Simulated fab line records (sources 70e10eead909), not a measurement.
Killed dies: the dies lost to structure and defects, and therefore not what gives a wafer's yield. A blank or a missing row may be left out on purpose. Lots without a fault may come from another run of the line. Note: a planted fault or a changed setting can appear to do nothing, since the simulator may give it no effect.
Which tool is to blame? -- flow nand-harc -- Sampling: 24 lots, 72 wafers, 6 of 1302 route steps

== WHAT THE GAUGES SHOWED, per wafer ==
The record lacks any reading of a measuring or inspecting step that a usual standard deviation could be used to judge.

== WHICH TOOL RAN EACH LOT (tool, then ch and the chambers of the sampled wafers, then the start) ==
lot,NHARC_A_STAIRCASE_TRIM_233,NHARC_A_STAIRCASE_ETCH_236,NHARC_A_STAIRCASE_DEP_259,NHARC_A_STAIRCASE_STRIP_274,NHARC_A_STAIRCASE_DEP_301,NHARC_A_SGD_CUT_DESCUM_14
L074,"rie-diel-12 ch 1,2,3, day 15 23:19 or earlier","rie-diel-12 ch 0,2,3, day 15 23:19 or earlier","pecvd-03 ch 0,1, day 15 23:19","rie-diel-09 ch 1,2,3, day 16 11:49 or earlier","pecvd-04 ch 0,1, day 16 11:49","rie-diel-06 ch 0,3, day 18 17:18"
L075,"rie-diel-02 ch 0,3, day 16 21:10 or earlier","rie-diel-02 ch 0,2,3, day 16 21:10 or earlier","pecvd-04 ch 0,1, day 16 21:10","rie-diel-02 ch 2,3, day 17 10:51 or earlier","pecvd-04 ch 0,2, day 17 10:51","rie-diel-10 ch 0,2,3, day 19 14:10"
L076,"rie-diel-09 ch 0,1, day 17 00:29 or earlier","rie-diel-09 ch 0,1,2, day 17 00:29 or earlier","pecvd-03 ch 0,1,2, day 17 00:29","rie-diel-02 ch 1,2,3, day 17 12:34 or earlier","pecvd-04 ch 1,2, day 17 12:34","rie-diel-07 ch 2,3, day 19 14:14"
L078,"rie-diel-12 ch 0,1, day 17 21:59 or earlier","rie-diel-12 ch 1,2, day 17 21:59 or earlier","pecvd-02 ch 0,1,2, day 17 21:59","rie-diel-09 ch 0,2,3, day 18 09:49 or earlier","pecvd-04 ch 1,2, day 18 09:49","rie-diel-06 ch 1,3, day 20 17:47"
L077,"rie-diel-12 ch 1,2, day 17 22:39 or earlier","rie-diel-12 ch 1,2, day 17 22:39 or earlier","pecvd-02 ch 0,1, day 17 22:39","rie-diel-02 ch 0,3, day 18 09:57 or earlier","pecvd-03 ch 0,2, day 18 09:57","rie-diel-06 ch 0,1,2, day 20 17:23"
L079,"rie-diel-12 ch 0,1,2, day 18 02:22 or earlier","rie-diel-12 ch 0,2,3, day 18 02:22 or earlier","pecvd-04 ch 0,1,2, day 18 02:22","rie-diel-09 ch 0,1, day 18 15:16 or earlier","pecvd-04 ch 0,1,2, day 18 15:16","rie-diel-10 ch 1,2,3, day 20 17:43"
L080,"rie-diel-02 ch 0,1, day 18 18:01 or earlier","rie-diel-02 ch 0,1,3, day 18 18:01 or earlier","pecvd-04 ch 0,1,2, day 18 18:01","rie-diel-09 ch 0,3, day 19 09:31 or earlier","pecvd-04 ch 0,1,2, day 19 09:31","rie-diel-06 ch 2,3, day 21 13:22"
L081,"rie-diel-02 ch 1,2,3, day 19 14:29 or earlier","rie-diel-02 ch 1,2,3, day 19 14:29 or earlier","pecvd-02 ch 0,1,2, day 19 14:29","rie-diel-09 ch 1,2,3, day 20 04:48 or earlier","pecvd-03 ch 0,1,2, day 20 04:48","rie-diel-06 ch 1,2,3, day 22 11:01"
L082,"rie-diel-02 ch 1,2,3, day 19 18:00 or earlier","rie-diel-02 ch 1,2,3, day 19 18:00 or earlier","pecvd-02 ch 0,1,2, day 19 18:00","rie-diel-09 ch 1,2, day 20 07:52 or earlier","pecvd-03 ch 0,1,2, day 20 07:52","rie-diel-10 ch 0,3, day 22 11:17"
L083,"rie-diel-02 ch 2,3, day 20 11:23 or earlier","rie-diel-02 ch 0,1,3, day 20 11:23 or earlier","pecvd-03 ch 1,2, day 20 11:23","rie-diel-12 ch 0,2,3, day 21 00:57 or earlier","pecvd-04 ch 0,1,2, day 21 00:57","rie-diel-07 ch 0,3, day 23 09:20"
L084,"rie-diel-02 ch 0,2, day 20 15:20 or earlier","rie-diel-02 ch 0,3, day 20 15:20 or earlier","pecvd-02 ch 0,1,2, day 20 15:20","rie-diel-02 ch 0,2,3, day 21 02:43 or earlier","pecvd-04 ch 1,2, day 21 02:43","rie-diel-06 ch 0,2,3, day 23 09:01"
L085,"rie-diel-09 ch 0,2,3, day 20 22:19 or earlier","rie-diel-09 ch 1,2,3, day 20 22:19 or earlier","pecvd-04 ch 0,1,2, day 20 22:19","rie-diel-09 ch 1,2,3, day 21 14:05 or earlier","pecvd-04 ch 0,1,2, day 21 14:05","rie-diel-07 ch 0,1, day 23 19:07"
L086,"rie-diel-12 ch 1,2,3, day 21 06:38 or earlier","rie-diel-12 ch 1,3, day 21 06:38 or earlier","pecvd-03 ch 0,1,2, day 21 06:38","rie-diel-12 ch 0,3, day 21 20:59 or earlier","pecvd-02 ch 0,2, day 21 20:59","rie-diel-06 ch 0,3, day 24 02:31"
L088,"rie-diel-02 ch 0,2,3, day 22 03:44 or earlier","rie-diel-02 ch 0,1,2, day 22 03:44 or earlier","pecvd-04 ch 0,1, day 22 03:44","rie-diel-09 ch 0,1,3, day 22 14:51 or earlier","pecvd-03 ch 0,1, day 22 14:51","rie-diel-07 ch 0,1,3, day 24 17:19"
L087,"rie-diel-02 ch 0,1,2, day 22 07:57 or earlier","rie-diel-02 ch 0,1,3, day 22 07:57 or earlier","pecvd-04 ch 1,2, day 22 07:57","rie-diel-12 ch 0,1,2, day 22 18:52 or earlier","pecvd-02 ch 0,1, day 22 18:52","rie-diel-06 ch 0,1,3, day 24 17:34"
L091,"rie-diel-09 ch 1,2,3, day 22 17:03 or earlier","rie-diel-09 ch 0,2, day 22 17:03 or earlier","pecvd-02 ch 0,1,2, day 22 17:03","rie-diel-02 ch 0,2,3, day 23 06:13 or earlier","pecvd-02 ch 0,1,2, day 23 06:13","rie-diel-10 ch 0,1,2, day 25 12:23"
L089,"rie-diel-09 ch 1,2, day 22 20:14 or earlier","rie-diel-09 ch 0,2, day 22 20:14 or earlier","pecvd-02 ch 1,2, day 22 20:14","rie-diel-09 ch 0,1,3, day 23 09:46 or earlier","pecvd-03 ch 0,2, day 23 09:46","rie-diel-07 ch 0,1,3, day 25 09:00"
L090,"rie-diel-02 ch 0,3, day 23 05:25 or earlier","rie-diel-02 ch 0,2,3, day 23 05:25 or earlier","pecvd-04 ch 0,1,2, day 23 05:25","rie-diel-09 ch 0,1, day 23 16:50 or earlier","pecvd-03 ch 1,2, day 23 16:50","rie-diel-06 ch 0,2,3, day 25 21:35"
L092,"rie-diel-02 ch 0,3, day 23 22:50 or earlier","rie-diel-02 ch 1,2, day 23 22:50 or earlier","pecvd-02 ch 1,2, day 23 22:50","rie-diel-02 ch 0,1,2, day 24 12:11 or earlier","pecvd-04 ch 0,1,2, day 24 12:11","rie-diel-07 ch 1,2,3, day 26 18:36"
L093,"rie-diel-09 ch 0,1,2, day 24 00:19 or earlier","rie-diel-09 ch 2,3, day 24 00:19 or earlier","pecvd-04 ch 0,1,2, day 24 00:19","rie-diel-09 ch 0,3, day 24 15:56 or earlier","pecvd-04 ch 0,1,2, day 24 15:56","rie-diel-10 ch 0,1,3, day 26 18:31"
L094,"rie-diel-12 ch 1,2,3, day 24 15:59 or earlier","rie-diel-12 ch 1,3, day 24 15:59 or earlier","pecvd-02 ch 0,1,2, day 24 15:59","rie-diel-12 ch 2,3, day 25 03:00 or earlier","pecvd-02 ch 0,1,2, day 25 03:00","rie-diel-10 ch 0,2,3, day 27 04:44"
L095,"rie-diel-12 ch 2,3, day 25 00:53 or earlier","rie-diel-12 ch 1,2,3, day 25 00:53 or earlier","pecvd-02 ch 0,2, day 25 00:53","rie-diel-09 ch 0,2,3, day 25 14:23 or earlier","pecvd-03 ch 0,1,2, day 25 14:23","rie-diel-10 ch 0,2,3, day 27 15:04"
L096,"rie-diel-12 ch 0,2,3, day 25 01:07 or earlier","rie-diel-12 ch 1,2,3, day 25 01:07 or earlier","pecvd-04 ch 0,1,2, day 25 01:07","rie-diel-09 ch 0,3, day 25 16:10 or earlier","pecvd-03 ch 1,2, day 25 16:10","rie-diel-06 ch 0,2,3, day 27 15:38"
L097,"rie-diel-02 ch 0,2, day 26 02:37 or earlier","rie-diel-02 ch 0,2, day 26 02:37 or earlier","pecvd-03 ch 0,1, day 26 02:37","rie-diel-12 ch 0,1,3, day 26 14:01 or earlier","pecvd-03 ch 0,1, day 26 14:01","rie-diel-07 ch 0,1,2, day 28 16:22"
- NHARC_A_STAIRCASE_TRIM_233: chemistry O2, time 211.2 s.
- NHARC_A_STAIRCASE_ETCH_236: etches the open film in C4F8/O2, target depth 100 nm, time 40.5 s.
- NHARC_A_STAIRCASE_DEP_259: deposits SiON, target thk 30 nm.
- NHARC_A_STAIRCASE_STRIP_274: strips in O2.
- NHARC_A_STAIRCASE_DEP_301: deposits SiON, target thk 30 nm.
- NHARC_A_SGD_CUT_DESCUM_14: chemistry O2, time 3 s.

== WHAT THE TOOLS THEMSELVES READ (means of the sampled wafers that have a number; where no wafer has one, the mark that the record gives instead) ==
NHARC_A_STAIRCASE_TRIM_233. Usual: drypump-motor-current-A 5.7 A, standard deviation 0.35; mfc-ar-sccm 0.010 sccm, standard deviation 0.013; oes-product-au 1.002 a.u., standard deviation 0.012; rf-vpp-V 57.6 V, standard deviation 0.89; showerhead-plenum-p-Torr 3.49 Torr, standard deviation 0.14; throttle-valve-pct 17.035 %, standard deviation 0.0096.
lot,tool,drypump-motor-current-A (A),mfc-ar-sccm (sccm),oes-product-au (a.u.),rf-vpp-V (V),showerhead-plenum-p-Torr (Torr),throttle-valve-pct (%),flag
L074,rie-diel-12,5.5,0.001,0.998,57.6,3.57,17.040,
L075,rie-diel-02,5.5,0.003,0.998,57.6,3.40,17.036,
L076,rie-diel-09,5.6,0.005,0.997,58.3,3.55,17.040,
L078,rie-diel-12,5.6,0.001,0.991,56.4,3.43,17.036,
L077,rie-diel-12,5.8,0.003,0.990,57.6,3.64,17.038,
L079,rie-diel-12,5.7,0.002,0.987,58.4,3.57,17.038,
L080,rie-diel-02,6.0,0.022,1.010,58.2,3.54,17.040,
L081,rie-diel-02,5.7,0.021,1.000,57.3,3.41,17.025,
L082,rie-diel-02,5.6,0.021,1.007,58.3,3.41,17.041,
L083,rie-diel-02,5.6,0.023,0.999,57.0,3.33,17.040,
L084,rie-diel-02,6.0,0.018,1.007,56.5,3.45,17.037,
L085,rie-diel-09,5.6,0.007,1.013,57.7,3.49,17.040,
L086,rie-diel-12,5.6,0.001,1.007,57.9,3.55,17.045,
L088,rie-diel-02,5.7,0.015,0.999,57.1,3.38,17.027,
L087,rie-diel-02,5.9,0.024,1.004,57.6,3.46,17.034,
L091,rie-diel-09,5.9,0.004,1.012,57.3,3.53,17.022,
L089,rie-diel-09,6.0,0.000,1.021,58.2,3.62,17.045,
L090,rie-diel-02,5.5,0.003,1.008,56.7,3.37,17.032,
L092,rie-diel-02,5.5,0.003,1.010,58.0,3.37,17.036,
L093,rie-diel-09,5.8,0.002,0.994,57.7,3.57,17.031,
L094,rie-diel-12,5.5,0.001,1.001,57.2,3.54,17.033,
L095,rie-diel-12,5.7,0.003,0.989,58.2,3.67,17.025,
L096,rie-diel-12,5.6,0.002,0.993,57.5,3.60,17.032,
L097,rie-diel-02,5.8,0.026,0.989,57.4,3.37,17.035,

NHARC_A_STAIRCASE_ETCH_236. Usual: bias-w 1000.0 W, standard deviation 2.9; oes-product-au 0.945 a.u., standard deviation 0.012; rf-vpp-V 895 V, standard deviation 5.1.
lot,tool,bias-w (W),oes-product-au (a.u.),rf-vpp-V (V),flag
L074,rie-diel-12,1002.2,0.946,899,
L075,rie-diel-02,999.5,0.937,891,
L076,rie-diel-09,1000.6,0.947,898,
L078,rie-diel-12,1000.9,0.924,899,
L077,rie-diel-12,1002.0,0.930,895,
L079,rie-diel-12,998.8,0.951,900,
L080,rie-diel-02,1000.2,0.953,894,
L081,rie-diel-02,1003.2,0.942,892,
L082,rie-diel-02,999.7,0.942,892,
L083,rie-diel-02,998.3,0.949,893,
L084,rie-diel-02,1000.0,0.940,893,
L085,rie-diel-09,1002.7,0.957,897,
L086,rie-diel-12,996.9,0.935,891,
L088,rie-diel-02,999.7,0.942,892,
L087,rie-diel-02,997.7,0.930,894,
L091,rie-diel-09,998.4,0.945,899,
L089,rie-diel-09,997.7,0.946,897,
L090,rie-diel-02,998.5,0.943,891,
L092,rie-diel-02,1003.6,0.956,894,
L093,rie-diel-09,997.1,0.960,892,
L094,rie-diel-12,1001.0,0.948,894,
L095,rie-diel-12,999.2,0.937,896,
L096,rie-diel-12,1000.5,0.935,896,
L097,rie-diel-02,998.4,0.940,892,

NHARC_A_STAIRCASE_DEP_259. Usual: heater-power-w at 758 W, with a standard deviation of 110.
lot,tool,heater-power-w (W),flag
L074,pecvd-03,833,
L075,pecvd-04,672,
L076,pecvd-03,762,
L078,pecvd-02,780,
L077,pecvd-02,841,
L079,pecvd-04,679,
L080,pecvd-04,712,
L081,pecvd-02,815,
L082,pecvd-02,863,
L083,pecvd-03,679,
L084,pecvd-02,884,
L085,pecvd-04,672,
L086,pecvd-03,766,
L088,pecvd-04,663,
L087,pecvd-04,639,
L091,pecvd-02,838,
L089,pecvd-02,898,
L090,pecvd-04,670,
L092,pecvd-02,894,
L093,pecvd-04,639,
L094,pecvd-02,868,
L095,pecvd-02,822,
L096,pecvd-04,668,
L097,pecvd-03,731,

NHARC_A_STAIRCASE_STRIP_274. Usual: drypump-motor-current-A 5.7 A, standard deviation 0.35; mfc-ar-sccm 0.008 sccm, standard deviation 0.01; oes-product-au 1.004 a.u., standard deviation 0.011; rf-vpp-V 57.6 V, standard deviation 0.84; showerhead-plenum-p-Torr 3.50 Torr, standard deviation 0.13; throttle-valve-pct 17.038 %, standard deviation 0.01.
lot,tool,drypump-motor-current-A (A),mfc-ar-sccm (sccm),oes-product-au (a.u.),rf-vpp-V (V),showerhead-plenum-p-Torr (Torr),throttle-valve-pct (%),flag
L074,rie-diel-09,5.9,0.004,1.003,57.1,3.56,17.036,
L075,rie-diel-02,5.5,0.023,1.010,57.4,3.34,17.041,
L076,rie-diel-02,5.7,0.021,1.016,57.8,3.41,17.039,
L078,rie-diel-09,5.6,0.007,1.000,57.0,3.50,17.045,
L077,rie-diel-02,5.5,0.003,1.010,57.5,3.39,17.039,
L079,rie-diel-09,5.9,0.002,1.009,59.0,3.58,17.038,
L080,rie-diel-09,5.5,0.009,0.999,57.3,3.44,17.043,
L081,rie-diel-09,5.9,0.004,1.008,58.4,3.54,17.047,
L082,rie-diel-09,6.0,0.000,1.008,56.7,3.63,17.039,
L083,rie-diel-12,5.5,0.002,1.002,57.8,3.62,17.033,
L084,rie-diel-02,5.7,0.015,0.998,57.9,3.38,17.041,
L085,rie-diel-09,5.9,0.004,1.009,57.3,3.53,17.045,
L086,rie-diel-12,5.4,0.001,1.009,57.8,3.55,17.044,
L088,rie-diel-09,5.8,0.007,1.009,57.8,3.47,17.033,
L087,rie-diel-12,5.7,0.002,1.006,58.7,3.55,17.038,
L091,rie-diel-02,5.7,0.015,0.999,58.1,3.38,17.029,
L089,rie-diel-09,5.8,0.007,1.009,57.3,3.47,17.034,
L090,rie-diel-09,5.9,0.002,1.005,57.6,3.56,17.035,
L092,rie-diel-02,6.0,0.024,0.996,57.7,3.45,17.034,
L093,rie-diel-09,5.5,0.009,1.001,57.3,3.42,17.038,
L094,rie-diel-12,5.4,0.001,1.001,57.9,3.60,17.044,
L095,rie-diel-09,5.6,0.007,1.009,56.7,3.47,17.047,
L096,rie-diel-09,5.7,0.011,1.002,56.8,3.37,17.038,
L097,rie-diel-12,5.4,0.001,0.992,57.8,3.46,17.041,

NHARC_A_STAIRCASE_DEP_301. Usual: heater-power-w at 726 W, with a standard deviation of 100.
lot,tool,heater-power-w (W),flag
L074,pecvd-04,713,
L075,pecvd-04,758,
L076,pecvd-04,630,
L078,pecvd-04,731,
L077,pecvd-03,769,
L079,pecvd-04,694,
L080,pecvd-04,673,
L081,pecvd-03,724,
L082,pecvd-03,680,
L083,pecvd-04,644,
L084,pecvd-04,609,
L085,pecvd-04,715,
L086,pecvd-02,884,
L088,pecvd-03,808,
L087,pecvd-02,786,
L091,pecvd-02,834,
L089,pecvd-03,609,
L090,pecvd-03,684,
L092,pecvd-04,717,
L093,pecvd-04,655,
L094,pecvd-02,800,
L095,pecvd-03,656,
L096,pecvd-03,721,
L097,pecvd-03,815,

NHARC_A_SGD_CUT_DESCUM_14. Usual: drypump-motor-current-A 6.0 A, standard deviation 0.39; mfc-ar-sccm 0.009 sccm, standard deviation 0.01; oes-product-au 0.997 a.u., standard deviation 0.011; rf-vpp-V 57.7 V, standard deviation 0.86; showerhead-plenum-p-Torr 1.89 Torr, standard deviation 0.063; throttle-valve-pct 11.311 %, standard deviation 0.0091.
lot,tool,drypump-motor-current-A (A),mfc-ar-sccm (sccm),oes-product-au (a.u.),rf-vpp-V (V),showerhead-plenum-p-Torr (Torr),throttle-valve-pct (%),flag
L074,rie-diel-06,6.1,0.015,1.001,58.8,1.95,11.308,
L075,rie-diel-10,5.8,0.014,0.987,57.0,1.87,11.305,
L076,rie-diel-07,5.8,0.006,0.999,58.6,1.95,11.315,
L078,rie-diel-06,6.2,0.004,1.010,57.1,1.92,11.313,
L077,rie-diel-06,6.2,0.016,0.990,56.6,1.87,11.307,
L079,rie-diel-10,5.6,0.011,0.994,57.6,1.84,11.311,
L080,rie-diel-06,6.3,0.014,0.982,57.3,1.86,11.312,
L081,rie-diel-06,6.3,0.009,0.990,58.3,1.89,11.308,
L082,rie-diel-10,6.1,0.005,0.995,58.1,1.90,11.314,
L083,rie-diel-07,5.6,0.000,0.996,58.1,1.92,11.300,
L084,rie-diel-06,6.2,0.014,1.001,58.0,1.90,11.316,
L085,rie-diel-07,6.1,0.007,1.002,57.4,1.84,11.311,
L086,rie-diel-06,6.2,0.007,1.012,57.8,1.96,11.309,
L088,rie-diel-07,5.8,0.003,0.993,57.9,1.88,11.307,
L087,rie-diel-06,6.2,0.009,0.995,58.0,1.93,11.306,
L091,rie-diel-10,5.5,0.014,0.990,57.8,1.87,11.314,
L089,rie-diel-07,5.8,0.003,0.996,58.1,1.88,11.319,
L090,rie-diel-06,6.2,0.014,1.003,57.1,1.90,11.305,
L092,rie-diel-07,6.0,0.009,0.992,57.6,1.91,11.313,
L093,rie-diel-10,6.0,0.002,0.999,58.5,1.87,11.311,
L094,rie-diel-10,5.8,0.014,1.000,56.4,1.86,11.313,
L095,rie-diel-10,5.8,0.014,0.995,57.6,1.86,11.311,
L096,rie-diel-06,6.2,0.014,1.005,57.9,1.90,11.313,
L097,rie-diel-07,6.2,0.009,1.002,57.6,1.91,11.305,

== THE ANSWER, worked out from the rows above alone ==
Rule: lot off if the mean of its wafers having a number is beyond 3 standard deviations from the usual mean. A lot without any number at a reading at which 4 lots or more have one is off too. The other lots that the step has rows for count as sound. The gauges are gone through in route order, then the tools' own readings, and for those a lot's mean is taken as printed above. At the first step where some lot is off, the reading lying furthest off is the one used; lots without a number count as furthest.
None of the lots is off at any reading shown; this tells nothing.

== WHAT THE SIMULATOR PUT IN ==
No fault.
